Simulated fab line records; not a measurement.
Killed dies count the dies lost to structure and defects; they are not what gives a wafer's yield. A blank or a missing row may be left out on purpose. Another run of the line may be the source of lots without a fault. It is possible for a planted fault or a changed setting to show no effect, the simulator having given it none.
Chamber matching :: flow nand-harc :: NHARC_P_BONDPAD_DEP_00 on pecvd-03 has 3 sister chambers
The step deposits SiCN, target thk 250 nm. 6 wafers are shown with their chamber, then 8 later ones without.

== EACH WAFER AND ITS CHAMBER ==
wafer: L082.4
chamber: 1
heater-power-w (W): 538

wafer: L082.6
chamber: 0
heater-power-w (W): 557

wafer: L083.2
chamber: 1
heater-power-w (W): 641

wafer: L083.3
chamber: 2
heater-power-w (W): 459

wafer: L083.4
chamber: 2
heater-power-w (W): 466

wafer: L084.1
chamber: 0
heater-power-w (W): 574

== WAFERS WITHOUT THEIR CHAMBER ==
wafer: L084.5
heater-power-w (W): 385

wafer: L084.6
heater-power-w (W): 460

wafer: L086.3
heater-power-w (W): 635

wafer: L086.4
heater-power-w (W): 388

wafer: L086.6
heater-power-w (W): 633

wafer: L088.2
heater-power-w (W): 559

wafer: L088.3
heater-power-w (W): 572

wafer: L088.5
heater-power-w (W): 443

== EACH ONE'S CHAMBER ==
wafer: L084.5
from the rows above: 2
in truth: 2

wafer: L084.6
from the rows above: 2
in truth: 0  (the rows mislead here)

wafer: L086.3
from the rows above: can't be placed: 1 or 0
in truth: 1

wafer: L086.4
from the rows above: 2
in truth: 2

wafer: L086.6
from the rows above: can't be placed: 1 or 0
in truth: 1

wafer: L088.2
from the rows above: can't be placed: 0 or 1
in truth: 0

wafer: L088.3
from the rows above: can't be placed: 0 or 1
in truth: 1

wafer: L088.5
from the rows above: 2
in truth: 2
3 of 8 placed correctly. From these rows, 4 cannot be placed; in 4 the true chamber is one of the candidates. Placed wrongly: 1.
How it was worked out, from the rows above alone: a wafer's distance from a chamber is the root of the sum, over the readings, of the square of ((its reading less the chamber's mean) divided by the reading's scatter). The wafer belongs to the nearest chamber; if the next one is less than 2 further off, it can't be placed. Each chamber's mean is taken over the wafers shown for it. The scatter: the root of (the sum of the squares of (reading less its chamber's mean) over the shown wafers, divided by (wafers less chambers)).
